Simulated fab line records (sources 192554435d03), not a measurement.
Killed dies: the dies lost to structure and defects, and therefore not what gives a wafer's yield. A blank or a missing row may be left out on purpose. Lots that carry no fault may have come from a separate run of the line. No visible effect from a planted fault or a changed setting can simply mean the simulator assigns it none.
Which tool was responsible? / flow n5 finfet / 72 wafers from 24 lots sampled at 6 of the route's 1938 steps

WHAT EACH GAUGE READ, for each wafer
N5_FIN_SAQP_OVL_MEAS_17. Usual: FIN_CORE_OVL -0.2 nm, standard deviation 0.92.
lot=L074; measured=day 1 21:51; on=overlay-01; FIN_CORE_OVL (nm)=-1.0 -0.4 -1.3; flag=
lot=L075; measured=day 2 04:32; on=overlay-02; FIN_CORE_OVL (nm)=-0.1 0.9 -0.1; flag=
lot=L076; measured=day 2 11:32; on=overlay-02; FIN_CORE_OVL (nm)=-1.3 -1.7 -1.7; flag=
lot=L077; measured=day 2 15:30; on=overlay-02; FIN_CORE_OVL (nm)=0.2 -1.2 -2.5; flag=
lot=L078; measured=day 2 21:42; on=overlay-01; FIN_CORE_OVL (nm)=-0.6 -0.3 -0.8; flag=
lot=L079; measured=day 3 03:40; on=overlay-02; FIN_CORE_OVL (nm)=-0.4 0.1 0.5; flag=
lot=L080; measured=day 3 09:59; on=overlay-02; FIN_CORE_OVL (nm)=-1.2 0.8 0.0; flag=
lot=L081; measured=day 3 16:07; on=overlay-01; FIN_CORE_OVL (nm)=-1.4 -0.3 -0.9; flag=
lot=L082; measured=day 3 21:43; on=overlay-02; FIN_CORE_OVL (nm)=0.1 0.3 -0.7; flag=
lot=L083; measured=day 4 05:29; on=overlay-02; FIN_CORE_OVL (nm)=0.1 -0.3 0.0; flag=
lot=L084; measured=day 4 09:50; on=overlay-02; FIN_CORE_OVL (nm)=1.1 0.9 -0.4; flag=
lot=L085; measured=day 4 16:28; on=overlay-01; FIN_CORE_OVL (nm)=0.8 -0.1 0.6; flag=
lot=L086; measured=day 4 22:35; on=overlay-02; FIN_CORE_OVL (nm)=0.1 0.6 0.6; flag=
lot=L087; measured=day 5 05:16; on=overlay-02; FIN_CORE_OVL (nm)=-1.4 0.2 -1.0; flag=
lot=L088; measured=day 5 09:43; on=overlay-01; FIN_CORE_OVL (nm)=-0.6 0.2 0.3; flag=
lot=L089; measured=day 5 16:07; on=overlay-02; FIN_CORE_OVL (nm)=-1.4 -1.8 -0.9; flag=
lot=L090; measured=day 5 22:35; on=overlay-01; FIN_CORE_OVL (nm)=0.6 -0.2 -0.2; flag=
lot=L091; measured=day 6 04:28; on=overlay-02; FIN_CORE_OVL (nm)=-0.8 -0.6 -1.1; flag=
lot=L092; measured=day 6 10:47; on=overlay-01; FIN_CORE_OVL (nm)=-0.4 -0.3 -0.4; flag=
lot=L093; measured=day 6 15:47; on=overlay-01; FIN_CORE_OVL (nm)=0.4 -0.1 0.1; flag=
lot=L094; measured=day 6 23:46; on=overlay-01; FIN_CORE_OVL (nm)=-1.1 -1.9 -1.2; flag=
lot=L095; measured=day 7 04:45; on=overlay-02; FIN_CORE_OVL (nm)=1.9 2.3 2.0; flag=
lot=L096; measured=day 7 09:21; on=overlay-01; FIN_CORE_OVL (nm)=1.4 0.9 1.4; flag=
lot=L097; measured=day 7 15:48; on=overlay-01; FIN_CORE_OVL (nm)=-1.2 0.0 -0.7; flag=

N5_FIN_SAQP_CD_MEAS_31: the cd target is 8 nm. Usual: cd nm 8.08 nm, standard deviation 0.24.
lot=L074; measured=day 2 02:41; on=cd sem-02; cd nm (nm)=7.90 7.70 8.26; flag=
lot=L075; measured=day 2 08:56; on=cd sem-03; cd nm (nm)=8.37 8.28 7.97; flag=
lot=L076; measured=day 2 15:27; on=cd sem-02; cd nm (nm)=8.26 7.63 7.76; flag=
lot=L077; measured=day 2 19:23; on=cd sem-01; cd nm (nm)=8.64 8.33 8.19; flag=
lot=L078; measured=day 3 01:36; on=cd sem-02; cd nm (nm)=8.27 7.86 7.74; flag=
lot=L079; measured=day 3 07:43; on=cd sem-01; cd nm (nm)=8.26 8.29 8.40; flag=
lot=L080; measured=day 3 13:37; on=cd sem-01; cd nm (nm)=8.24 8.02 8.06; flag=
lot=L081; measured=day 3 19:49; on=cd sem-03; cd nm (nm)=7.81 7.83 8.20; flag=
lot=L082; measured=day 4 03:01; on=cd sem-02; cd nm (nm)=7.96 8.36 8.32; flag=
lot=L083; measured=day 4 10:03; on=cd sem-01; cd nm (nm)=8.20 8.28 8.50; flag=
lot=L084; measured=day 4 14:05; on=cd sem-03; cd nm (nm)=8.13 8.45 8.03; flag=
lot=L085; measured=day 4 20:50; on=cd sem-03; cd nm (nm)=7.97 8.54 8.17; flag=
lot=L086; measured=day 5 04:21; on=cd sem-01; cd nm (nm)=8.33 8.06 8.07; flag=
lot=L087; measured=day 5 09:09; on=cd sem-03; cd nm (nm)=7.92 8.44 7.98; flag=
lot=L088; measured=day 5 13:22; on=cd sem-01; cd nm (nm)=7.92 7.91 7.95; flag=
lot=L089; measured=day 5 19:59; on=cd sem-03; cd nm (nm)=8.13 8.09 7.88; flag=
lot=L090; measured=day 6 02:19; on=cd sem-01; cd nm (nm)=8.26 8.29 7.85; flag=
lot=L091; measured=day 6 08:40; on=cd sem-01; cd nm (nm)=7.79 8.60 7.67; flag=
lot=L092; measured=day 6 15:11; on=cd sem-02; cd nm (nm)=8.10 8.27 8.19; flag=
lot=L093; measured=day 6 21:26; on=cd sem-03; cd nm (nm)=8.15 7.62 7.93; flag=
lot=L094; measured=day 7 04:37; on=cd sem-03; cd nm (nm)=8.23 8.01 8.10; flag=
lot=L095; measured=day 7 08:44; on=cd sem-03; cd nm (nm)=8.00 7.79 8.04; flag=
lot=L096; measured=day 7 13:34; on=cd sem-03; cd nm (nm)=7.85 8.12 7.91; flag=
lot=L097; measured=day 7 19:43; on=cd sem-01; cd nm (nm)=8.28 7.99 8.10; flag=

N5_FIN_CUT_CD_MEAS_08: the cd target is 29.1 nm. Usual: cd nm 29.22 nm, standard deviation 0.24.
lot=L074; measured=day 2 03:55; on=cd sem-01; cd nm (nm)=29.34 29.11 29.25; flag=
lot=L075; measured=day 2 10:03; on=cd sem-03; cd nm (nm)=29.89 29.41 29.31; flag=
lot=L076; measured=day 2 16:20; on=cd sem-02; cd nm (nm)=29.23 29.15 29.11; flag=
lot=L077; measured=day 2 20:19; on=cd sem-03; cd nm (nm)=28.92 29.36 29.15; flag=
lot=L078; measured=day 3 02:46; on=cd sem-01; cd nm (nm)=29.58 29.04 29.73; flag=
lot=L079; measured=day 3 08:36; on=cd sem-03; cd nm (nm)=29.24 29.17 29.29; flag=
lot=L080; measured=day 3 14:31; on=cd sem-03; cd nm (nm)=29.20 29.35 28.87; flag=
lot=L081; measured=day 3 20:42; on=cd sem-02; cd nm (nm)=29.17 29.64 28.98; flag=
lot=L082; measured=day 4 04:05; on=cd sem-03; cd nm (nm)=29.56 29.40 29.51; flag=
lot=L083; measured=day 4 11:15; on=cd sem-01; cd nm (nm)=29.38 29.36 29.28; flag=
lot=L084; measured=day 4 14:59; on=cd sem-03; cd nm (nm)=29.01 28.76 29.10; flag=
lot=L085; measured=day 4 21:44; on=cd sem-01; cd nm (nm)=29.38 29.39 29.17; flag=
lot=L086; measured=day 5 05:16; on=cd sem-02; cd nm (nm)=29.11 29.38 29.23; flag=
lot=L087; measured=day 5 10:10; on=cd sem-02; cd nm (nm)=28.88 28.94 29.13; flag=
lot=L088; measured=day 5 14:23; on=cd sem-03; cd nm (nm)=29.12 29.39 29.48; flag=
lot=L089; measured=day 5 20:52; on=cd sem-02; cd nm (nm)=28.91 29.76 29.07; flag=
lot=L090; measured=day 6 03:20; on=cd sem-01; cd nm (nm)=29.31 29.15 29.20; flag=
lot=L091; measured=day 6 09:40; on=cd sem-01; cd nm (nm)=29.37 29.14 29.35; flag=
lot=L092; measured=day 6 16:14; on=cd sem-01; cd nm (nm)=29.36 29.34 29.34; flag=
lot=L093; measured=day 6 22:29; on=cd sem-01; cd nm (nm)=28.83 28.93 28.81; flag=
lot=L094; measured=day 7 05:37; on=cd sem-02; cd nm (nm)=29.08 29.48 29.32; flag=
lot=L095; measured=day 7 09:44; on=cd sem-02; cd nm (nm)=28.75 29.08 29.21; flag=
lot=L096; measured=day 7 14:35; on=cd sem-01; cd nm (nm)=29.02 29.42 29.31; flag=
lot=L097; measured=day 7 20:37; on=cd sem-01; cd nm (nm)=29.33 29.40 29.41; flag=

TOOL THAT RAN EACH LOT (tool first, then ch and the chambers of the sampled wafers, then the start)
lot=L074; N5_FIN_SAQP_PECVD_48=pecvd-02 ch 0,1,2, day 1 21:12; N5_FIN_SAQP_HM_DEP_72=pecvd-04 ch 1,2, day 1 21:22; N5_FIN_SAQP_ETCH_34=rie diel-03 ch 1,3, day 2 03:09
lot=L075; N5_FIN_SAQP_PECVD_48=pecvd-04 ch 0,2, day 2 03:49; N5_FIN_SAQP_HM_DEP_72=pecvd-02 ch 0,1, day 2 04:01; N5_FIN_SAQP_ETCH_34=rie diel-01 ch 1,2, day 2 09:09
lot=L076; N5_FIN_SAQP_PECVD_48=pecvd-02 ch 0,1, day 2 10:49; N5_FIN_SAQP_HM_DEP_72=pecvd-02 ch 0,1, day 2 11:02; N5_FIN_SAQP_ETCH_34=rie diel-01 ch 0,1,2, day 2 15:34
lot=L077; N5_FIN_SAQP_PECVD_48=pecvd-03 ch 1,2, day 2 14:57; N5_FIN_SAQP_HM_DEP_72=pecvd-02 ch 0,1, day 2 15:07; N5_FIN_SAQP_ETCH_34=rie diel-05 ch 0,2,3, day 2 19:30
lot=L078; N5_FIN_SAQP_PECVD_48=pecvd-04 ch 1,2, day 2 21:01; N5_FIN_SAQP_HM_DEP_72=pecvd-02 ch 0,1, day 2 21:11; N5_FIN_SAQP_ETCH_34=rie diel-05 ch 0,3, day 3 01:59
lot=L079; N5_FIN_SAQP_PECVD_48=pecvd-04 ch 0,1,2, day 3 03:08; N5_FIN_SAQP_HM_DEP_72=pecvd-03 ch 0,2, day 3 03:19; N5_FIN_SAQP_ETCH_34=rie diel-01 ch 0,2,3, day 3 07:50
lot=L080; N5_FIN_SAQP_PECVD_48=pecvd-04 ch 1,2, day 3 09:22; N5_FIN_SAQP_HM_DEP_72=pecvd-04 ch 1,2, day 3 09:35; N5_FIN_SAQP_ETCH_34=rie diel-05 ch 1,3, day 3 13:44
lot=L081; N5_FIN_SAQP_PECVD_48=pecvd-03 ch 1,2, day 3 15:27; N5_FIN_SAQP_HM_DEP_72=pecvd-03 ch 0,2, day 3 15:37; N5_FIN_SAQP_ETCH_34=rie diel-05 ch 0,3, day 3 19:56
lot=L082; N5_FIN_SAQP_PECVD_48=pecvd-03 ch 0,1, day 3 21:10; N5_FIN_SAQP_HM_DEP_72=pecvd-03 ch 0,1,2, day 3 21:21; N5_FIN_SAQP_ETCH_34=rie diel-03 ch 0,1, day 4 03:11
lot=L083; N5_FIN_SAQP_PECVD_48=pecvd-02 ch 1, day 4 04:47; N5_FIN_SAQP_HM_DEP_72=pecvd-04 ch 0,2, day 4 05:00; N5_FIN_SAQP_ETCH_34=rie diel-05 ch 1,3, day 4 10:12
lot=L084; N5_FIN_SAQP_PECVD_48=pecvd-02 ch 1,2, day 4 09:16; N5_FIN_SAQP_HM_DEP_72=pecvd-03 ch 0,1, day 4 09:28; N5_FIN_SAQP_ETCH_34=rie diel-03 ch 0,2,3, day 4 14:13
lot=L085; N5_FIN_SAQP_PECVD_48=pecvd-04 ch 0,1,2, day 4 15:57; N5_FIN_SAQP_HM_DEP_72=pecvd-03 ch 0,1,2, day 4 16:07; N5_FIN_SAQP_ETCH_34=rie diel-01 ch 0,1,3, day 4 20:57
lot=L086; N5_FIN_SAQP_PECVD_48=pecvd-04 ch 0,1,2, day 4 21:56; N5_FIN_SAQP_HM_DEP_72=pecvd-02 ch 0,1, day 4 22:06; N5_FIN_SAQP_ETCH_34=rie diel-01 ch 0,2,3, day 5 04:30
lot=L087; N5_FIN_SAQP_PECVD_48=pecvd-02 ch 0,1,2, day 5 04:37; N5_FIN_SAQP_HM_DEP_72=pecvd-04 ch 0,1,2, day 5 04:47; N5_FIN_SAQP_ETCH_34=rie diel-03 ch 0,1,2, day 5 09:16
lot=L088; N5_FIN_SAQP_PECVD_48=pecvd-04 ch 0,1,2, day 5 09:04; N5_FIN_SAQP_HM_DEP_72=pecvd-04 ch 1,2, day 5 09:13; N5_FIN_SAQP_ETCH_34=rie diel-01 ch 2,3, day 5 13:29
lot=L089; N5_FIN_SAQP_PECVD_48=pecvd-02 ch 1,2, day 5 15:28; N5_FIN_SAQP_HM_DEP_72=pecvd-04 ch 0,1, day 5 15:38; N5_FIN_SAQP_ETCH_34=rie diel-05 ch 0,1,2, day 5 20:06
lot=L090; N5_FIN_SAQP_PECVD_48=pecvd-02 ch 0,2, day 5 21:56; N5_FIN_SAQP_HM_DEP_72=pecvd-04 ch 0,1,2, day 5 22:06; N5_FIN_SAQP_ETCH_34=rie diel-05 ch 2,3, day 6 02:26
lot=L091; N5_FIN_SAQP_PECVD_48=pecvd-03 ch 0,1,2, day 6 03:56; N5_FIN_SAQP_HM_DEP_72=pecvd-03 ch 1,2, day 6 04:06; N5_FIN_SAQP_ETCH_34=rie diel-03 ch 0,1, day 6 08:47
lot=L092; N5_FIN_SAQP_PECVD_48=pecvd-04 ch 0,1,2, day 6 10:07; N5_FIN_SAQP_HM_DEP_72=pecvd-02 ch 1,2, day 6 10:17; N5_FIN_SAQP_ETCH_34=rie diel-01 ch 2,3, day 6 15:20
lot=L093; N5_FIN_SAQP_PECVD_48=pecvd-02 ch 0,1,2, day 6 15:08; N5_FIN_SAQP_HM_DEP_72=pecvd-03 ch 1,2, day 6 15:18; N5_FIN_SAQP_ETCH_34=rie diel-01 ch 0,2, day 6 21:35
lot=L094; N5_FIN_SAQP_PECVD_48=pecvd-03 ch 1,2, day 6 23:04; N5_FIN_SAQP_HM_DEP_72=pecvd-02 ch 0,1,2, day 6 23:17; N5_FIN_SAQP_ETCH_34=rie diel-05 ch 2,3, day 7 04:44
lot=L095; N5_FIN_SAQP_PECVD_48=pecvd-03 ch 0,1, day 7 04:05; N5_FIN_SAQP_HM_DEP_72=pecvd-04 ch 0,2, day 7 04:16; N5_FIN_SAQP_ETCH_34=rie diel-01 ch 0,2, day 7 08:51
lot=L096; N5_FIN_SAQP_PECVD_48=pecvd-03 ch 0,1,2, day 7 08:49; N5_FIN_SAQP_HM_DEP_72=pecvd-02 ch 0,1, day 7 08:59; N5_FIN_SAQP_ETCH_34=rie diel-03 ch 0,1,3, day 7 13:41
lot=L097; N5_FIN_SAQP_PECVD_48=pecvd-02 ch 0,2, day 7 15:09; N5_FIN_SAQP_HM_DEP_72=pecvd-02 ch 0,1, day 7 15:19; N5_FIN_SAQP_ETCH_34=rie diel-03 ch 1,3, day 7 19:51
- N5_FIN_SAQP_PECVD_48: deposits SiNx from SiH4/NH3/N2, target thk 25 nm, time 22.1 s.
- N5_FIN_SAQP_HM_DEP_72: deposits SiO2 from SiH4/N2O, target thk 12 nm, time 7.2 s.
- N5_FIN_SAQP_ETCH_34: etches SiO2 in C4F6/O2, target depth 45 nm, time 15 s.

WHAT THE TOOLS THEMSELVES READ (means of the sampled wafers that have a number; where no wafer has one, the mark that the record gives instead)
N5_FIN_SAQP_PECVD_48. Usual: heater power w 777 W, standard deviation 79; showerhead plenum p Torr 5.14 Torr, standard deviation 0.048; throttle valve pct 39.1 %, standard deviation 1.7.
lot=L074; tool=pecvd-02; heater power w (W)=735; showerhead plenum p Torr (Torr)=5.13; throttle valve pct (%)=40.3; flag=
lot=L075; tool=pecvd-04; heater power w (W)=853; showerhead plenum p Torr (Torr)=5.12; throttle valve pct (%)=38.3; flag=
lot=L076; tool=pecvd-02; heater power w (W)=780; showerhead plenum p Torr (Torr)=5.14; throttle valve pct (%)=40.8; flag=
lot=L077; tool=pecvd-03; heater power w (W)=736; showerhead plenum p Torr (Torr)=5.14; throttle valve pct (%)=37.7; flag=
lot=L078; tool=pecvd-04; heater power w (W)=788; showerhead plenum p Torr (Torr)=5.15; throttle valve pct (%)=39.6; flag=
lot=L079; tool=pecvd-04; heater power w (W)=870; showerhead plenum p Torr (Torr)=5.14; throttle valve pct (%)=39.5; flag=
lot=L080; tool=pecvd-04; heater power w (W)=774; showerhead plenum p Torr (Torr)=5.15; throttle valve pct (%)=39.5; flag=
lot=L081; tool=pecvd-03; heater power w (W)=746; showerhead plenum p Torr (Torr)=5.15; throttle valve pct (%)=37.0; flag=
lot=L082; tool=pecvd-03; heater power w (W)=823; showerhead plenum p Torr (Torr)=5.14; throttle valve pct (%)=38.7; flag=
lot=L083; tool=pecvd-02; heater power w (W)=638; showerhead plenum p Torr (Torr)=5.09; throttle valve pct (%)=39.3; flag=
lot=L084; tool=pecvd-02; heater power w (W)=727; showerhead plenum p Torr (Torr)=5.11; throttle valve pct (%)=38.1; flag=
lot=L085; tool=pecvd-04; heater power w (W)=792; showerhead plenum p Torr (Torr)=5.15; throttle valve pct (%)=39.4; flag=
lot=L086; tool=pecvd-04; heater power w (W)=801; showerhead plenum p Torr (Torr)=5.15; throttle valve pct (%)=39.4; flag=
lot=L087; tool=pecvd-02; heater power w (W)=720; showerhead plenum p Torr (Torr)=5.14; throttle valve pct (%)=39.5; flag=
lot=L088; tool=pecvd-04; heater power w (W)=798; showerhead plenum p Torr (Torr)=5.14; throttle valve pct (%)=39.5; flag=
lot=L089; tool=pecvd-02; heater power w (W)=721; showerhead plenum p Torr (Torr)=5.10; throttle valve pct (%)=38.7; flag=
lot=L090; tool=pecvd-02; heater power w (W)=768; showerhead plenum p Torr (Torr)=5.14; throttle valve pct (%)=39.2; flag=
lot=L091; tool=pecvd-03; heater power w (W)=805; showerhead plenum p Torr (Torr)=5.14; throttle valve pct (%)=37.8; flag=
lot=L092; tool=pecvd-04; heater power w (W)=830; showerhead plenum p Torr (Torr)=5.15; throttle valve pct (%)=39.5; flag=
lot=L093; tool=pecvd-02; heater power w (W)=730; showerhead plenum p Torr (Torr)=5.13; throttle valve pct (%)=39.7; flag=
lot=L094; tool=pecvd-03; heater power w (W)=858; showerhead plenum p Torr (Torr)=5.14; throttle valve pct (%)=37.8; flag=
lot=L095; tool=pecvd-03; heater power w (W)=742; showerhead plenum p Torr (Torr)=5.14; throttle valve pct (%)=38.6; flag=
lot=L096; tool=pecvd-03; heater power w (W)=767; showerhead plenum p Torr (Torr)=5.14; throttle valve pct (%)=37.8; flag=
lot=L097; tool=pecvd-02; heater power w (W)=770; showerhead plenum p Torr (Torr)=5.17; throttle valve pct (%)=40.8; flag=

N5_FIN_SAQP_HM_DEP_72. Usual: heater power w 787 W, standard deviation 79; showerhead plenum p Torr 8.14 Torr, standard deviation 0.098.
lot=L074; tool=pecvd-04; heater power w (W)=878; showerhead plenum p Torr (Torr)=8.05; flag=
lot=L075; tool=pecvd-02; heater power w (W)=776; showerhead plenum p Torr (Torr)=8.15; flag=
lot=L076; tool=pecvd-02; heater power w (W)=720; showerhead plenum p Torr (Torr)=8.15; flag=
lot=L077; tool=pecvd-02; heater power w (W)=755; showerhead plenum p Torr (Torr)=8.16; flag=
lot=L078; tool=pecvd-02; heater power w (W)=758; showerhead plenum p Torr (Torr)=8.17; flag=
lot=L079; tool=pecvd-03; heater power w (W)=841; showerhead plenum p Torr (Torr)=8.15; flag=
lot=L080; tool=pecvd-04; heater power w (W)=762; showerhead plenum p Torr (Torr)=8.17; flag=
lot=L081; tool=pecvd-03; heater power w (W)=797; showerhead plenum p Torr (Torr)=8.16; flag=
lot=L082; tool=pecvd-03; heater power w (W)=831; showerhead plenum p Torr (Torr)=8.13; flag=
lot=L083; tool=pecvd-04; heater power w (W)=845; showerhead plenum p Torr (Torr)=8.16; flag=
lot=L084; tool=pecvd-03; heater power w (W)=739; showerhead plenum p Torr (Torr)=8.12; flag=
lot=L085; tool=pecvd-03; heater power w (W)=820; showerhead plenum p Torr (Torr)=8.15; flag=
lot=L086; tool=pecvd-02; heater power w (W)=757; showerhead plenum p Torr (Torr)=8.15; flag=
lot=L087; tool=pecvd-04; heater power w (W)=807; showerhead plenum p Torr (Torr)=8.17; flag=
lot=L088; tool=pecvd-04; heater power w (W)=854; showerhead plenum p Torr (Torr)=8.08; flag=
lot=L089; tool=pecvd-04; heater power w (W)=816; showerhead plenum p Torr (Torr)=8.26; flag=
lot=L090; tool=pecvd-04; heater power w (W)=821; showerhead plenum p Torr (Torr)=8.17; flag=
lot=L091; tool=pecvd-03; heater power w (W)=848; showerhead plenum p Torr (Torr)=8.15; flag=
lot=L092; tool=pecvd-02; heater power w (W)=727; showerhead plenum p Torr (Torr)=8.07; flag=
lot=L093; tool=pecvd-03; heater power w (W)=757; showerhead plenum p Torr (Torr)=8.16; flag=
lot=L094; tool=pecvd-02; heater power w (W)=769; showerhead plenum p Torr (Torr)=8.12; flag=
lot=L095; tool=pecvd-04; heater power w (W)=879; showerhead plenum p Torr (Torr)=8.07; flag=
lot=L096; tool=pecvd-02; heater power w (W)=763; showerhead plenum p Torr (Torr)=8.10; flag=
lot=L097; tool=pecvd-02; heater power w (W)=749; showerhead plenum p Torr (Torr)=8.10; flag=

N5_FIN_SAQP_ETCH_34. Usual: chamber pressure mTorr 29.999 mTorr, standard deviation 0.028; drypump motor current A 5.6 A, standard deviation 0.41; etch rf on time s 14.84 s, standard deviation 0.28; oes_o_777_au 0.80 a.u., standard deviation 0.091; oes product au 0.69 a.u., standard deviation 0.08; rf vpp V 670 V, standard deviation 10; showerhead plenum p Torr 2.84 Torr, standard deviation 0.082; throttle valve pct 21.04 %, standard deviation 0.29.
lot=L074; tool=rie diel-03; chamber pressure mTorr (mTorr)=30.010; drypump motor current A (A)=6.0; etch rf on time s (s)=14.61; oes_o_777_au (a.u.)=0.82; oes product au (a.u.)=0.72; rf vpp V (V)=681; showerhead plenum p Torr (Torr)=2.94; throttle valve pct (%)=21.03; flag=
lot=L075; tool=rie diel-01; chamber pressure mTorr (mTorr)=29.995; drypump motor current A (A)=5.7; etch rf on time s (s)=14.94; oes_o_777_au (a.u.)=0.72; oes product au (a.u.)=0.61; rf vpp V (V)=665; showerhead plenum p Torr (Torr)=2.87; throttle valve pct (%)=21.08; flag=
lot=L076; tool=rie diel-01; chamber pressure mTorr (mTorr)=29.998; drypump motor current A (A)=5.5; etch rf on time s (s)=14.96; oes_o_777_au (a.u.)=0.78; oes product au (a.u.)=0.67; rf vpp V (V)=669; showerhead plenum p Torr (Torr)=2.84; throttle valve pct (%)=21.00; flag=
lot=L077; tool=rie diel-05; chamber pressure mTorr (mTorr)=29.983; drypump motor current A (A)=5.8; etch rf on time s (s)=15.12; oes_o_777_au (a.u.)=0.79; oes product au (a.u.)=0.68; rf vpp V (V)=666; showerhead plenum p Torr (Torr)=2.93; throttle valve pct (%)=20.95; flag=
lot=L078; tool=rie diel-05; chamber pressure mTorr (mTorr)=30.006; drypump motor current A (A)=5.6; etch rf on time s (s)=15.05; oes_o_777_au (a.u.)=0.81; oes product au (a.u.)=0.69; rf vpp V (V)=661; showerhead plenum p Torr (Torr)=2.92; throttle valve pct (%)=20.97; flag=
lot=L079; tool=rie diel-01; chamber pressure mTorr (mTorr)=29.974; drypump motor current A (A)=5.4; etch rf on time s (s)=14.71; oes_o_777_au (a.u.)=0.85; oes product au (a.u.)=0.74; rf vpp V (V)=673; showerhead plenum p Torr (Torr)=2.81; throttle valve pct (%)=21.04; flag=
lot=L080; tool=rie diel-05; chamber pressure mTorr (mTorr)=30.001; drypump motor current A (A)=5.6; etch rf on time s (s)=14.93; oes_o_777_au (a.u.)=0.76; oes product au (a.u.)=0.66; rf vpp V (V)=656; showerhead plenum p Torr (Torr)=2.87; throttle valve pct (%)=21.32; flag=
lot=L081; tool=rie diel-05; chamber pressure mTorr (mTorr)=30.010; drypump motor current A (A)=5.6; etch rf on time s (s)=15.04; oes_o_777_au (a.u.)=0.80; oes product au (a.u.)=0.68; rf vpp V (V)=660; showerhead plenum p Torr (Torr)=2.91; throttle valve pct (%)=20.98; flag=
lot=L082; tool=rie diel-03; chamber pressure mTorr (mTorr)=30.003; drypump motor current A (A)=6.3; etch rf on time s (s)=14.89; oes_o_777_au (a.u.)=0.71; oes product au (a.u.)=0.60; rf vpp V (V)=677; showerhead plenum p Torr (Torr)=2.75; throttle valve pct (%)=21.08; flag=
lot=L083; tool=rie diel-05; chamber pressure mTorr (mTorr)=30.007; drypump motor current A (A)=5.6; etch rf on time s (s)=14.99; oes_o_777_au (a.u.)=0.75; oes product au (a.u.)=0.64; rf vpp V (V)=656; showerhead plenum p Torr (Torr)=2.87; throttle valve pct (%)=21.33; flag=
lot=L084; tool=rie diel-03; chamber pressure mTorr (mTorr)=30.008; drypump motor current A (A)=5.7; etch rf on time s (s)=14.78; oes_o_777_au (a.u.)=0.83; oes product au (a.u.)=0.72; rf vpp V (V)=675; showerhead plenum p Torr (Torr)=2.83; throttle valve pct (%)=20.94; flag=
lot=L085; tool=rie diel-01; chamber pressure mTorr (mTorr)=30.008; drypump motor current A (A)=5.3; etch rf on time s (s)=14.28; oes_o_777_au (a.u.)=0.91; oes product au (a.u.)=0.79; rf vpp V (V)=672; showerhead plenum p Torr (Torr)=2.83; throttle valve pct (%)=20.81; flag=
lot=L086; tool=rie diel-01; chamber pressure mTorr (mTorr)=30.014; drypump motor current A (A)=5.4; etch rf on time s (s)=14.63; oes_o_777_au (a.u.)=0.82; oes product au (a.u.)=0.71; rf vpp V (V)=674; showerhead plenum p Torr (Torr)=2.80; throttle valve pct (%)=21.06; flag=
lot=L087; tool=rie diel-03; chamber pressure mTorr (mTorr)=29.998; drypump motor current A (A)=6.0; etch rf on time s (s)=14.66; oes_o_777_au (a.u.)=0.87; oes product au (a.u.)=0.75; rf vpp V (V)=677; showerhead plenum p Torr (Torr)=2.76; throttle valve pct (%)=20.87; flag=
lot=L088; tool=rie diel-01; chamber pressure mTorr (mTorr)=29.984; drypump motor current A (A)=5.6; etch rf on time s (s)=14.86; oes_o_777_au (a.u.)=0.77; oes product au (a.u.)=0.67; rf vpp V (V)=672; showerhead plenum p Torr (Torr)=2.80; throttle valve pct (%)=21.28; flag=
lot=L089; tool=rie diel-05; chamber pressure mTorr (mTorr)=30.023; drypump motor current A (A)=5.7; etch rf on time s (s)=15.11; oes_o_777_au (a.u.)=0.75; oes product au (a.u.)=0.66; rf vpp V (V)=670; showerhead plenum p Torr (Torr)=2.92; throttle valve pct (%)=21.08; flag=
lot=L090; tool=rie diel-05; chamber pressure mTorr (mTorr)=29.970; drypump motor current A (A)=6.0; etch rf on time s (s)=15.14; oes_o_777_au (a.u.)=0.70; oes product au (a.u.)=0.61; rf vpp V (V)=662; showerhead plenum p Torr (Torr)=2.91; throttle valve pct (%)=21.19; flag=
lot=L091; tool=rie diel-03; chamber pressure mTorr (mTorr)=29.984; drypump motor current A (A)=6.3; etch rf on time s (s)=14.75; oes_o_777_au (a.u.)=0.88; oes product au (a.u.)=0.74; rf vpp V (V)=677; showerhead plenum p Torr (Torr)=2.75; throttle valve pct (%)=20.84; flag=
lot=L092; tool=rie diel-01; chamber pressure mTorr (mTorr)=29.968; drypump motor current A (A)=5.6; etch rf on time s (s)=14.82; oes_o_777_au (a.u.)=0.75; oes product au (a.u.)=0.66; rf vpp V (V)=672; showerhead plenum p Torr (Torr)=2.80; throttle valve pct (%)=21.30; flag=
lot=L093; tool=rie diel-01; chamber pressure mTorr (mTorr)=29.989; drypump motor current A (A)=5.6; etch rf on time s (s)=14.82; oes_o_777_au (a.u.)=0.75; oes product au (a.u.)=0.64; rf vpp V (V)=669; showerhead plenum p Torr (Torr)=2.79; throttle valve pct (%)=21.18; flag=
lot=L094; tool=rie diel-05; chamber pressure mTorr (mTorr)=29.997; drypump motor current A (A)=5.8; etch rf on time s (s)=15.19; oes_o_777_au (a.u.)=0.72; oes product au (a.u.)=0.62; rf vpp V (V)=657; showerhead plenum p Torr (Torr)=2.88; throttle valve pct (%)=21.23; flag=
lot=L095; tool=rie diel-01; chamber pressure mTorr (mTorr)=30.004; drypump motor current A (A)=5.6; etch rf on time s (s)=14.75; oes_o_777_au (a.u.)=0.74; oes product au (a.u.)=0.65; rf vpp V (V)=669; showerhead plenum p Torr (Torr)=2.79; throttle valve pct (%)=21.18; flag=
lot=L096; tool=rie diel-03; chamber pressure mTorr (mTorr)=30.002; drypump motor current A (A)=5.9; etch rf on time s (s)=15.04; oes_o_777_au (a.u.)=0.82; oes product au (a.u.)=0.70; rf vpp V (V)=674; showerhead plenum p Torr (Torr)=2.82; throttle valve pct (%)=20.93; flag=
lot=L097; tool=rie diel-03; chamber pressure mTorr (mTorr)=30.014; drypump motor current A (A)=6.4; etch rf on time s (s)=14.65; oes_o_777_au (a.u.)=0.90; oes product au (a.u.)=0.77; rf vpp V (V)=682; showerhead plenum p Torr (Torr)=2.84; throttle valve pct (%)=20.88; flag=

THE ANSWER, worked out from the rows above alone
Rule: lot off if the mean of its wafers having a number is beyond 3 standard deviations from the usual mean. Also off: a lot with no number at a reading for which 4 or more lots have one. The other lots that the step has rows for count as sound. The gauges are gone through in route order, then the tools' own readings, and for those a lot's mean is taken as printed above. At the first step where some lot is off, the reading lying furthest off is the one used; lots without a number count as furthest.
None of the lots is off at any reading shown; this tells nothing.

WHAT HAD BEEN PUT IN BY THE SIMULATOR
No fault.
